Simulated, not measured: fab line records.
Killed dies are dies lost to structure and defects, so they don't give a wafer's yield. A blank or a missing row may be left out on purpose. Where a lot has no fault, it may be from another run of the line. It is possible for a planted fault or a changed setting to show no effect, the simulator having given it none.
fab line records -- flow nand_harc
record: lots: 6, wafers: 18, last_day: 30
route steps=1302 shown P_M1@306 P_M2@318 END@1302
lots that met no fault: taken from a fault-free run of the same line
start_h: the number of hours between the record's first day and the start of the first shown wafer of the lot -- wait_h: hours elapsed since this lot's preceding step -- " unchanged from the row above -- L1.1+2: a row that stands for several wafers -- - no value, or no start was given -- * or withheld: withheld -- < > ~ a bound
route shown NAME@n: a module of which the file shows steps, and the number in the route of the first -- usual: mean/standard deviation taken from wafers without a fault -- same: alike in all rows -- chamber/n: place in a boat -- sites: per-site readings -- _std_site: the standard deviation of these -- _edge_site: the outer-site mean with the inner-site mean subtracted -- radius_mm: how far each site lies from the wafer's centre -- mask NAME#n: copy n -- behind: tool/chamber where the wafer was last shaped -- hold: reason for holding the lot/hours on hold/outcome of the hold -- device: the n, p or np transistor that did not switch -- end of line: tests run on the same wafers once the route is complete -- where a step has no rows: the recipe by itself -- killed: count of dies lost to structure and defects at first sort (not the wafer's yield) -- map: the dies of a wafer, with x for killed, . for not killed, _ for no die there
set.NAME: the setting the step ran with; set.NAME@STEP: the setting that earlier step ran with -- model.NAME: the simulator's own value behind a step, which no gauge read
lots at some steps of the route; a table a step, a row a wafer
services: when a tool's chamber went out of use (start_h, in hours from the record's first day, below 0 if earlier), for how many hours, and the reason
== steps ==
step: NHARC_P_M1_PRE_CLEAN_30
recipe: time_s: 30, temp_c: 280, gas: H2/He
usual: heater_power_w: 403/37
lot.wafer,tool,chamber,start_h,wait_h,heater_power_w
L892.2,pvd_sputter-01,-,-,-,348
L892.4,pvd_sputter-01,-,-,-,365
L892.6,pvd_sputter-01,-,-,-,485
L900.4,pvd_sputter-03,-,-,-,395
L900.2,pvd_sputter-03,-,-,-,431
L900.1,pvd_sputter-03,-,-,-,422
L905.2,pvd_sputter-03,-,-,-,398
L905.4,pvd_sputter-03,-,-,-,430
L905.6,pvd_sputter-03,-,-,-,385
L904.4,pvd_sputter-02,-,-,-,387
L904.5,pvd_sputter-02,-,-,-,412
L904.6,pvd_sputter-02,-,-,-,401
L906.2,pvd_sputter-01,-,-,-,360
L906.1,pvd_sputter-01,-,-,-,358
L906.5,pvd_sputter-01,-,-,-,363
L907.3,pvd_sputter-02,-,-,-,402
L907.1,pvd_sputter-02,-,-,-,402
L907.4,pvd_sputter-02,-,-,-,445
step: NHARC_P_M1_PVD_20
recipe: target_thk_a: 50, bias_v: 168.6, power_w: 15000, chamber_pressure_pa: 0.12, time_s: 8.06, substrate_temp_c: 50, material: TaN
usual: throttle_valve_pct: 30.3/1.2
lot.wafer,tool,chamber,start_h,wait_h,throttle_valve_pct
L892.2,pvd_sputter-01,-,-,-,29.0
L892.4,pvd_sputter-01,-,-,-,28.9
L892.6,pvd_sputter-01,-,-,-,28.9
L900.4,pvd_sputter-03,-,-,-,30.9
L900.1,pvd_sputter-03,-,-,-,28.3
L900.2,pvd_sputter-03,-,-,-,30.0
L905.4,pvd_sputter-03,-,-,-,30.0
L905.2,pvd_sputter-03,-,-,-,28.4
L905.6,pvd_sputter-03,-,-,-,31.4
L904.4,pvd_sputter-02,-,-,-,31.1
L904.5,pvd_sputter-02,-,-,-,31.2
L904.6,pvd_sputter-02,-,-,-,30.8
L906.1,pvd_sputter-01,-,-,-,30.4
L906.2,pvd_sputter-01,-,-,-,28.8
L906.5,pvd_sputter-01,-,-,-,30.2
L907.1,pvd_sputter-02,-,-,-,32.0
L907.3,pvd_sputter-02,-,-,-,31.1
L907.4,pvd_sputter-02,-,-,-,30.5
step: NHARC_P_M1_PVD_21
recipe: target_thk_a: 300, chamber_pressure_pa: 5, power_w: 5000, substrate_temp_c: 30, time_s: 20.49, material: Cu
usual: throttle_valve_pct: 30.4/1.1
lot.wafer,tool,chamber,start_h,wait_h,throttle_valve_pct
L892.2,pvd_sputter-01,-,-,-,31.0
L892.4,pvd_sputter-01,-,-,-,28.6
L892.6,pvd_sputter-01,-,-,-,28.6
L900.1,pvd_sputter-03,-,-,-,28.8
L900.2,pvd_sputter-03,-,-,-,31.2
L900.4,pvd_sputter-03,-,-,-,30.0
L905.4,pvd_sputter-03,-,-,-,28.4
L905.2,pvd_sputter-03,-,-,-,29.8
L905.6,pvd_sputter-03,-,-,-,28.6
L904.4,pvd_sputter-02,-,-,-,32.4
L904.6,pvd_sputter-02,-,-,-,31.0
L904.5,pvd_sputter-02,-,-,-,30.9
L906.1,pvd_sputter-01,-,-,-,28.6
L906.2,pvd_sputter-01,-,-,-,29.0
L906.5,pvd_sputter-01,-,-,-,28.6
L907.3,pvd_sputter-02,-,-,-,30.9
L907.1,pvd_sputter-02,-,-,-,32.1
L907.4,pvd_sputter-02,-,-,-,31.0
step: NHARC_P_M1_ECD_22
recipe: target_thk_a: 4000, bath_temp_c: 25, material: Cu
step: NHARC_P_M1_ANNEAL_31
recipe: temp_c: 225, time_s: 90
usual: wafer_temp_C_max: 225.73/0.2
lot.wafer,tool,chamber,start_h,wait_h,wafer_temp_C_max
L892.2,rtp_anneal-01,0,152.12,0.4,225.93
L892.4,rtp_anneal-01,0,152.12,0.4,225.71
L892.6,rtp_anneal-01,0,152.12,0.4,225.76
L900.1,rtp_anneal-02,0,223.76,-,225.87
L900.2,rtp_anneal-02,0,223.76,-,225.61
L900.4,rtp_anneal-02,0,223.76,-,225.50
L905.2,rtp_anneal-01,0,273.88,-,226.03
L905.4,rtp_anneal-01,0,273.88,-,225.60
L905.6,rtp_anneal-01,0,273.88,-,226.07
L904.4,rtp_anneal-02,0,274.73,-,225.97
L904.5,rtp_anneal-02,0,274.73,-,225.57
L904.6,rtp_anneal-02,0,274.73,-,225.64
L906.1,rtp_anneal-01,0,284.01,0.3,225.71
L906.2,rtp_anneal-01,0,284.01,0.3,226.00
L906.5,rtp_anneal-01,0,284.01,0.3,225.90
L907.1,rtp_anneal-01,0,295.90,0.3,225.79
L907.3,rtp_anneal-01,0,295.90,0.3,225.69
L907.4,rtp_anneal-01,0,295.90,0.3,226.06
step: NHARC_P_M1_CMP_23
recipe: t_overpolish_s: 20, target_thk_nm: 157.82
step: NHARC_P_M1_THK_MEAS_24
recipe: thk_meas_gauge: xrf
usual: thk_nm: 158.0/1.6
lot.wafer,tool,chamber,start_h,wait_h,thk_nm
L892.2,film_metro-02,-,152.73,-,156.0
L892.4,film_metro-02,-,152.73,-,159.3
L892.6,film_metro-02,-,152.73,-,154.7
L900.1,film_metro-02,-,224.42,-,156.8
L900.2,film_metro-02,-,224.42,-,160.7
L900.4,film_metro-02,-,224.42,-,159.8
L905.2,film_metro-01,-,274.50,-,157.7
L905.4,film_metro-01,-,274.50,-,157.5
L905.6,film_metro-01,-,274.50,-,158.4
L904.4,film_metro-01,-,275.23,-,160.7
L904.5,film_metro-01,-,275.23,-,159.6
L904.6,film_metro-01,-,275.23,-,158.2
L906.1,film_metro-01,-,284.67,-,157.5
L906.2,film_metro-01,-,284.67,-,159.0
L906.5,film_metro-01,-,284.67,-,159.9
L907.1,film_metro-02,-,296.57,-,156.9
L907.3,film_metro-02,-,296.57,-,158.3
L907.4,film_metro-02,-,296.57,-,157.4
step: NHARC_P_M1_SRD_25
step: NHARC_P_M1_INSPECT_27
usual: raw_defect_count: 330/130
lot.wafer,tool,chamber,start_h,wait_h,raw_defect_count
L892.2,defect_inspect-01,-,152.88,0.0,504
L892.4,defect_inspect-01,-,152.88,0.0,441
L892.6,defect_inspect-01,-,152.88,0.0,486
L900.1,defect_inspect-02,-,224.57,0.0,199
L900.2,defect_inspect-02,-,224.57,0.0,138
L900.4,defect_inspect-02,-,224.57,0.0,196
L905.2,defect_inspect-01,-,274.65,0.0,283
L905.4,defect_inspect-01,-,274.65,0.0,312
L905.6,defect_inspect-01,-,274.65,0.0,262
L904.4,defect_inspect-01,-,275.39,0.0,249
L904.5,defect_inspect-01,-,275.39,0.0,690
L904.6,defect_inspect-01,-,275.39,0.0,354
L906.1,defect_inspect-02,-,284.83,0.0,367
L906.2,defect_inspect-02,-,284.83,0.0,312
L906.5,defect_inspect-02,-,284.83,0.0,221
L907.1,defect_inspect-02,-,296.73,0.0,432
L907.3,defect_inspect-02,-,296.73,0.0,240
L907.4,defect_inspect-02,-,296.73,0.0,193
step: NHARC_P_M1_PRE_CLEAN_32
recipe: time_s: 12, temp_c: 370, rf_power_w: 300, gas: NH3
step: NHARC_P_M1_DEP_33
recipe: target_thk_a: 300, temp_c: 370, target_thk_nm: 30, pressure_torr: 3, flow_sccm: 200, rf_w: 450, material: SiCN
usual: chamber_pressure_Torr: 2.999/0.0066, heater_power_w: 589/83
lot.wafer,tool,chamber,start_h,wait_h,chamber_pressure_Torr,heater_power_w
L892.2,pecvd-04,2,153.07,0.1,3.001,486
L892.4,pecvd-04,1,153.07,0.1,2.993,616
L892.6,pecvd-04,2,153.07,0.1,2.995,493
L900.2,pecvd-04,0,224.72,0.1,3.001,732
L900.1,pecvd-04,2,224.72,0.1,3.007,529
L900.4,pecvd-04,1,224.72,0.1,2.989,582
L905.2,pecvd-01,0,274.84,0.1,2.991,732
L905.4,pecvd-01,2,274.84,0.1,2.994,526
L905.6,pecvd-01,0,274.84,0.1,2.989,736
L904.5,pecvd-01,1,275.66,0.2,2.992,559
L904.6,pecvd-01,2,275.66,0.2,2.996,529
L904.4,pecvd-01,0,275.66,0.2,2.992,655
L906.2,pecvd-01,0,284.98,0.1,2.994,753
L906.1,pecvd-01,2,284.98,0.1,2.997,605
L906.5,pecvd-01,2,284.98,0.1,2.997,579
L907.3,pecvd-02,1,296.88,0.1,3.012,641
L907.1,pecvd-02,0,296.88,0.1,3.000,531
L907.4,pecvd-02,0,296.88,0.1,2.988,516
step: NHARC_P_M2_DEP_00
recipe: target_thk_a: 1825, target_thk_nm: 182.5, temp_c: withheld, pressure_torr: 5, flow_sccm: 200, rf_w: 600, material: SiOC
usual: chamber_pressure_Torr: 5.000/0.012
lot.wafer,tool,chamber,start_h,wait_h,chamber_pressure_Torr
L892.2,pecvd-02,0,153.49,-,4.998
L892.4,pecvd-02,0,153.49,-,4.994
L892.6,pecvd-02,1,153.49,-,4.994
L900.2,pecvd-01,2,225.16,-,5.001
L900.1,pecvd-01,0,225.16,-,5.011
L900.4,pecvd-01,1,225.16,-,4.983
L905.2,pecvd-02,1,275.30,-,5.008
L905.6,pecvd-02,2,275.30,-,5.007
L905.4,pecvd-02,0,275.30,-,5.020
L904.4,pecvd-02,0,276.08,-,4.996
L904.5,pecvd-02,1,276.08,-,4.982
L904.6,pecvd-02,2,276.08,-,5.002
L906.1,pecvd-02,1,285.39,-,4.997
L906.2,pecvd-02,0,285.39,-,4.998
L906.5,pecvd-02,1,285.39,-,4.996
L907.3,pecvd-04,0,297.35,-,5.005
L907.1,pecvd-04,1,297.35,-,4.977
L907.4,pecvd-04,1,297.35,-,4.971
step: NHARC_P_M2_DEHYDRATE_01
recipe: temp_c: 150, time_s: 120
step: NHARC_P_M2_HMDS_02
recipe: time_s: 30
step: NHARC_P_M2_COAT_34
recipe: temp_c: 200, time_s: 65
step: NHARC_P_M2_COAT_03
recipe: spin_rpm: 1500, resist_thk_nm: 90
step: NHARC_P_M2_SOFTBAKE_04
recipe: temp_c: 105, time_s: 55
step: NHARC_P_M2_EBR_05
step: NHARC_P_M2_EXPOSE_06
recipe: na: 1.35, target_cd_nm: 170, dose_mj: 80.78, mask_id: P_M2
step: NHARC_P_M2_PEB_07
recipe: peb_temp_c: 100, peb_time_s: 65
step: NHARC_P_M2_DEVELOP_08
recipe: develop_time_s: 35, dev_temp_c: 23
step: NHARC_P_M2_CD_MEAS_09
recipe: target_cd_nm: 170, landing_energy_ev: 500
usual: cd_nm: 169.8/0.65
lot.wafer,tool,chamber,start_h,wait_h,cd_nm
L892.2,cd_sem-03,0,154.27,-,169.4
L892.4,cd_sem-03,0,154.27,-,169.1
L892.6,cd_sem-03,0,154.27,-,169.2
L900.1,cd_sem-02,0,225.99,-,169.5
L900.2,cd_sem-02,0,225.99,-,170.1
L900.4,cd_sem-02,0,225.99,-,170.1
L905.2,cd_sem-01,0,276.05,-,168.7
L905.4,cd_sem-01,0,276.05,-,169.4
L905.6,cd_sem-01,0,276.05,-,168.7
L904.4,cd_sem-03,0,276.78,-,170.2
L904.5,cd_sem-03,0,276.78,-,170.3
L904.6,cd_sem-03,0,276.78,-,170.7
L906.1,cd_sem-02,0,286.23,-,170.9
L906.2,cd_sem-02,0,286.23,-,170.3
L906.5,cd_sem-02,0,286.23,-,170.2
L907.1,cd_sem-02,0,298.13,-,170.2
L907.3,cd_sem-02,0,298.13,-,170.0
L907.4,cd_sem-02,0,298.13,-,169.2
step: NHARC_P_M2_OVL_MEAS_10
recipe: pitch_nm: 340
usual: overlay_x_nm: -0.1/0.72, overlay_y_nm: 0.0/0.95
lot.wafer,tool,chamber,start_h,wait_h,overlay_x_nm,overlay_y_nm
L892.2,overlay-02,-,154.36,-,-0.7,-0.1
L892.4,overlay-02,-,154.36,-,-0.6,-0.1
L892.6,overlay-02,-,154.36,-,-0.9,-0.1
L900.1,overlay-01,-,226.08,-,0.2,1.6
L900.2,overlay-01,-,226.08,-,0.3,1.7
L900.4,overlay-01,-,226.08,-,0.7,1.7
L905.2,overlay-02,-,276.13,-,-0.4,0.5
L905.4,overlay-02,-,276.13,-,-0.5,0.8
L905.6,overlay-02,-,276.13,-,-0.2,0.4
L904.4,overlay-01,-,276.87,-,-0.3,0.2
L904.5,overlay-01,-,276.87,-,-0.5,0.1
L904.6,overlay-01,-,276.87,-,0.0,1.0
L906.1,overlay-02,-,286.31,-,-0.6,-0.3
L906.2,overlay-02,-,286.31,-,-1.1,-0.6
L906.5,overlay-02,-,286.31,-,-0.9,0.2
L907.1,overlay-02,-,298.22,-,-0.5,0.3
L907.3,overlay-02,-,298.22,-,-0.6,0.4
L907.4,overlay-02,-,298.22,-,-0.5,0.8
step: NHARC_P_M2_INSPECT_11
usual: raw_defect_count: 4.4/2.7
lot.wafer,tool,chamber,start_h,wait_h,raw_defect_count
L892.2,defect_inspect-01,-,154.40,0.0,2
L892.4,defect_inspect-01,-,154.40,0.0,3
L892.6,defect_inspect-01,-,154.40,0.0,2
L900.1,defect_inspect-01,-,226.12,0.0,1
L900.2,defect_inspect-01,-,226.12,0.0,3
L900.4,defect_inspect-01,-,226.12,0.0,5
L905.2,defect_inspect-01,-,276.17,0.0,4
L905.4,defect_inspect-01,-,276.17,0.0,4
L905.6,defect_inspect-01,-,276.17,0.0,3
L904.4,defect_inspect-02,-,276.90,0.0,5
L904.5,defect_inspect-02,-,276.90,0.0,690
L904.6,defect_inspect-02,-,276.90,0.0,4
L906.1,defect_inspect-01,-,286.35,0.0,649
L906.2,defect_inspect-01,-,286.35,0.0,7
L906.5,defect_inspect-01,-,286.35,0.0,704
L907.1,defect_inspect-01,-,298.26,0.0,3
L907.3,defect_inspect-01,-,298.26,0.0,3
L907.4,defect_inspect-01,-,298.26,0.0,4
step: NHARC_P_M2_DESCUM_14
recipe: time_s: 3, o2_flow_sccm: 200, ar_flow_sccm: 0, bias_power_w: 0, chemistry: O2
step: NHARC_END_SORT_01
recipe: temp_c: 25
usual: defect_limited_yield: 91.3/2.8, killed_at_array: 54/18, killed_at_other: 0.7/0.87, killed_at_periphery: 3.7/2.5, killed_dies: 59/19, killed_open: 3.3/2, killed_short: 2.6/1.6, sort_bin_2_pct: 3.1/1.2, sort_bin_3_pct: 0.6/0.35, sort_bin_4_pct: 5.0/1.6, sort_n_pass: 618/19, sort_rim_yield_pct: 92/4.4, sort_yield_pct: 91.3/2.8
same: gross_dies: 677, sort_bin_5_pct[%]: 0, sort_bin_6_pct[%]: 0, sort_bin_7_pct[%]: 0, sort_bin_8_pct[%]: 0, sort_rim_n_gross: 106.00
lot.wafer,tool,chamber,start_h,wait_h,defect_limited_yield[%],killed_at_array,killed_at_other,killed_at_periphery,killed_dies,killed_open,killed_short,sort_bin_2_pct[%],sort_bin_3_pct[%],sort_bin_4_pct[%],sort_n_pass,sort_rim_yield_pct[%],sort_yield_pct[%]
L892.2,prober-02,0,622.65,2.8,93.8,41,1,0,42,2,3,3.2,0.4,2.5,635,100,93.8
L892.4,prober-02,0,624.26,3.4,94.1,37,1,2,40,3,4,2.5,0.3,3.1,637,94,94.1
L892.6,prober-02,0,625.86,4.0,93.6,41,1,1,43,4,2,1.9,0.3,4.1,634,96,93.6
L904.4,prober-01,0,702.64,3.4,90.4,59,0,6,65,3,1,4.1,0.4,5.0,612,96,90.4
L904.5,prober-01,0,703.44,3.7,76.8,56,0,101,157,2,5,9.2,4.7,9.3,520,92,76.8
L904.6,prober-01,0,704.23,4.0,90.7,59,1,3,63,2,5,4.4,0.6,4.3,614,92,90.7
L905.2,prober-02,0,717.73,2.8,91.9,52,0,3,55,2,2,2.4,0.7,5.0,622,97,91.9
L905.4,prober-02,0,719.37,3.5,91.4,55,0,3,58,1,1,3.2,1.0,4.3,619,91,91.4
L905.6,prober-02,0,721.02,4.1,90.0,64,0,4,68,2,2,4.6,0.3,5.2,609,92,90.0
L906.1,prober-02,0,725.77,2.5,73.1,89,0,93,182,2,0,10.9,4.7,11.2,495,81,73.1
L906.2,prober-02,0,726.55,2.8,86.1,87,0,7,94,1,1,4.1,1.9,7.8,583,83,86.1
L906.5,prober-02,0,728.89,3.6,73.9,81,0,96,177,6,3,11.5,4.6,10.0,500,82,73.9
L907.1,prober-01,0,725.78,2.5,95.9,26,0,2,28,2,1,1.8,0.1,2.2,649,95,95.9
L907.3,prober-01,0,727.37,3.1,96.8,22,0,0,22,0,0,1.0,0.1,2.1,655,99,96.8
L907.4,prober-01,0,728.17,3.4,96.6,19,0,4,23,2,1,1.6,0.3,1.5,654,98,96.6
killed by level:class
L892.2 A_SLIT:chamber_film_flake=25 A_CHANNEL_HOLE_D1:chamber_film_flake=3 A_CHANNEL_HOLE_D2:chamber_film_flake=3 A_CONTACT:chamber_film_flake=3 A_ONON_D1:geometric_particle:short=1 A_CHANNEL_FILL_D1:geometric_particle:short=1 A_DECK1_JOINT:geometric_particle:short=1 A_CHANNEL_FILL_D2:geometric_particle:open=1
L892.4 A_SLIT:chamber_film_flake=21 A_CHANNEL_HOLE_D2:chamber_film_flake=6 A_CONTACT:chamber_film_flake=3 P_M0:geometric_particle:open=1 P_M0:geometric_particle:short=1 A_DECK1_JOINT:geometric_particle:open=1 A_SGD_CUT:geometric_particle:short=1 A_WL_FILL:geometric_particle:short=1
L892.6 A_SLIT:chamber_film_flake=23 A_CHANNEL_HOLE_D2:chamber_film_flake=7 A_CONTACT:chamber_film_flake=4 A_M0:geometric_particle:short=2 P_M0:geometric_particle:open=1 A_ONON_D1:geometric_particle:open=1 A_DECK1_JOINT:geometric_particle:open=1 A_M0:geometric_particle:open=1
L904.4 A_CHANNEL_HOLE_D1:chamber_film_flake=32 A_CHANNEL_HOLE_D2:chamber_film_flake=20 P_BONDPAD:chamber_film_flake=3 A_STAIRCASE:chamber_film_flake=2 P_GATE:geometric_particle:open=1 A_ONON_D1:geometric_particle:short=1 A_ONON_D1:geometric_particle:open=1 A_BLC:geometric_particle:open=1
L904.5 P_M2:unspecified=99 A_CHANNEL_HOLE_D1:chamber_film_flake=24 A_CHANNEL_HOLE_D2:chamber_film_flake=16 A_SLIT:chamber_film_flake=5 A_M0:geometric_particle:short=2 A_STAIRCASE:chamber_film_flake=2 A_M0:chamber_film_flake=2 P_CONTACT:geometric_particle:short=1
L904.6 A_CHANNEL_HOLE_D1:chamber_film_flake=30 A_CHANNEL_HOLE_D2:chamber_film_flake=17 A_STAIRCASE:chamber_film_flake=4 P_BONDPAD:chamber_film_flake=2 A_CHANNEL_FILL_D2:chamber_film_flake=2 A_ONON_D2:geometric_particle:open=1 A_CHANNEL_FILL_D2:geometric_particle:short=1 A_SGD_CUT:geometric_particle:open=1
L905.2 A_SLIT:chamber_film_flake=30 A_CHANNEL_HOLE_D1:chamber_film_flake=6 A_STAIRCASE:chamber_film_flake=4 A_CONTACT:chamber_film_flake=3 A_BLC:chamber_film_flake=3 A_DECK1_JOINT:chamber_film_flake=2 A_CHANNEL_FILL_D1:geometric_particle:short=1 A_CHANNEL_FILL_D1:geometric_particle:open=1
L905.4 A_SLIT:chamber_film_flake=31 A_CHANNEL_HOLE_D1:chamber_film_flake=13 A_BLC:chamber_film_flake=5 A_STAIRCASE:chamber_film_flake=3 P_GATE:chamber_film_flake=2 A_ONON_D1:geometric_particle:open=1 A_WL_FILL:geometric_particle:short=1 P_M1:chamber_film_flake=1
L905.6 A_SLIT:chamber_film_flake=38 A_CHANNEL_HOLE_D1:chamber_film_flake=11 A_STAIRCASE:chamber_film_flake=4 A_BLC:chamber_film_flake=4 P_BONDPAD:chamber_film_flake=3 A_DECK1_JOINT:geometric_particle:short=1 A_ONON_D2:geometric_particle:open=1 A_CHANNEL_HOLE_D2:geometric_particle:short=1
L906.1 P_M2:unspecified=87 A_SLIT:chamber_film_flake=28 A_CHANNEL_HOLE_D2:chamber_film_flake=27 A_CHANNEL_HOLE_D1:chamber_film_flake=25 P_GATE:chamber_film_flake=3 A_DECK1_JOINT:chamber_film_flake=3 A_ZERO_WELL:chamber_film_flake=2 P_GATE:geometric_particle:open=1
L907.1 A_CHANNEL_HOLE_D1:chamber_film_flake=12 A_SLIT:chamber_film_flake=4 A_ZERO_WELL:chamber_film_flake=2 A_DECK1_JOINT:chamber_film_flake=2 P_M0:geometric_particle:open=1 A_ONON_D1:geometric_particle:short=1 A_SGD_CUT:geometric_particle:open=1 P_ZERO_WELL:chamber_film_flake=1
L906.2 A_SLIT:chamber_film_flake=32 A_CHANNEL_HOLE_D2:chamber_film_flake=25 A_CHANNEL_HOLE_D1:chamber_film_flake=23 P_GATE:chamber_film_flake=6 A_DECK1_JOINT:chamber_film_flake=2 A_STAIRCASE:chamber_film_flake=2 A_BLC:geometric_particle:short=1 A_M1:geometric_particle:open=1
L907.3 A_CHANNEL_HOLE_D1:chamber_film_flake=12 A_SLIT:chamber_film_flake=5 A_DECK1_JOINT:chamber_film_flake=2 A_ZERO_WELL:chamber_film_flake=1 A_CHANNEL_FILL_D2:chamber_film_flake=1 A_CONTACT:chamber_film_flake=1
L907.4 A_CHANNEL_HOLE_D1:chamber_film_flake=10 A_SLIT:chamber_film_flake=5 P_GATE:chamber_film_flake=2 P_M0:geometric_particle:open=1 A_ONON_D2:geometric_particle:short=1 A_STAIRCASE:geometric_particle:open=1 P_STI:chamber_film_flake=1 A_STAIRCASE:chamber_film_flake=1
L906.5 P_M2:unspecified=90 A_CHANNEL_HOLE_D1:chamber_film_flake=28 A_SLIT:chamber_film_flake=21 A_CHANNEL_HOLE_D2:chamber_film_flake=17 A_M1:geometric_particle:open=3 P_STI:chamber_film_flake=3 P_GATE:chamber_film_flake=2 A_ZERO_WELL:chamber_film_flake=2
map L904.5 (x killed, . not)
____________.____________
_________......._________
_______..........._______
______.............______
_____..............._____
____......x..x.......____
____.................____
___.x..x..x...........___
___......x.x..........___
__.........x..........x__
__.......x..x..........__
_......x.x.x.x..x......._
_.......xxxx............_
_........x.............._
_.x..x..xx.............._
_.........x..x.........._
............x.x..........
.x........xx..x..........
..........x.xx.x.........
xxx....xxxxxxxxx.........
xxxxx...xxxxxxxx...x.....
_xxx....xxxxxxxx.x......_
_.xx...xxxxxxxxxxx......_
_xxxx...xxxxxxxxx......._
_xx.....xxxxxxxxx.x....._
_xx.x..x.xxxxxxx........_
__.......xxxxxxx.......__
__..x...xxxxxxx........__
___...x.xxxxxxxx......___
___.......xxx.x.......___
____...x..x..x.x.....____
____..x..............____
_____..............._____
______.............______
_______..........._______
_________......._________
____________.____________
map L906.1 (x killed, . not)
____________.____________
_________....x.._________
_______..........._______
______.............______
_____x.............._____
____.................____
____.....xx..........____
___...................___
___.......xxx.........___
__x.....xxxx...x.....x.__
__.......xx...x.....x..__
_x.x....xx...x..x......._
_..x.....xxxxx.........._
_x......x.....x........._
_xxxx..x................_
_xxxx........x.........._
xxxxxxx.x................
xxxxxx.....xx.....x......
xxxx.....x.xxxx..........
xxxx.....xxxxx......x.x..
xxxxxx.xxxxxxxxx.........
_.x..x..xxxxxxxx........_
_xxx...xxxxxxxxx........_
_x.xx..xxxxxxxxxx......._
_xx.xx..xxxxxxxx........_
_xx....xxxxxxxxxx..x...._
__.......xxxxxxx.......__
__......xxxxxxx........__
___......xxxxx.x......___
___x......xx..........___
____......x..........____
____.................____
_____..............._____
______....x......x.______
_______........x.._______
_________......._________
____________.____________
== services ==
tool,chamber,start_h,hours,kind
pecvd-01,-,130.00,13.0,pm
pecvd-01,0,130.00,13.0,vent_cycle
pecvd-01,1,130.00,13.0,vent_cycle
pecvd-01,2,130.00,13.0,vent_cycle
pecvd-04,-,133.15,1.0,repair
pecvd-01,0,143.00,-,clean
pecvd-01,1,143.00,-,clean
pecvd-01,2,143.00,-,clean
pvd_sputter-01,-,158.23,3.5,repair
pvd_sputter-03,-,170.04,10.0,pm
pecvd-04,1,181.93,6.2,repair
pvd_sputter-02,-,183.34,5.3,repair
pecvd-02,1,196.74,14.1,repair
pecvd-02,0,197.83,16.3,repair
pvd_sputter-01,-,226.00,10.0,pm
pecvd-02,-,227.00,13.0,pm
pecvd-02,0,227.00,13.0,vent_cycle
pecvd-02,1,227.00,13.0,vent_cycle
pecvd-02,2,227.00,13.0,vent_cycle
pecvd-02,0,240.00,-,clean
pecvd-02,1,240.00,-,clean
pecvd-02,2,240.00,-,clean
pecvd-04,-,269.08,13.0,pm
pvd_sputter-01,-,277.62,1.1,repair
== key ==
first_sign: step: NHARC_P_M2_INSPECT_11, reading: raw_defect_count, direction: up, sigmas: 99+, usual: 4.4, struck: 681
effect: step: NHARC_END_SORT_01, reading: killed_at_periphery, direction: up, sigmas: 37, usual: 3.7, struck: 96.7
more_kills_born_at: NHARC_P_M2_DEP_00@pecvd-02: 276
met_at NHARC_P_M2_DEP_00
struck_wafers L904.5,L906.1,L906.5
onset_between 275.30 276.08
fault: kind: chamber_particle_source, tool: pecvd-02, chamber: 1, onset_h: 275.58, steps: NHARC_P_M2_DEP_00, rate_per_visit_cm2: 1.0753, end_h: 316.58
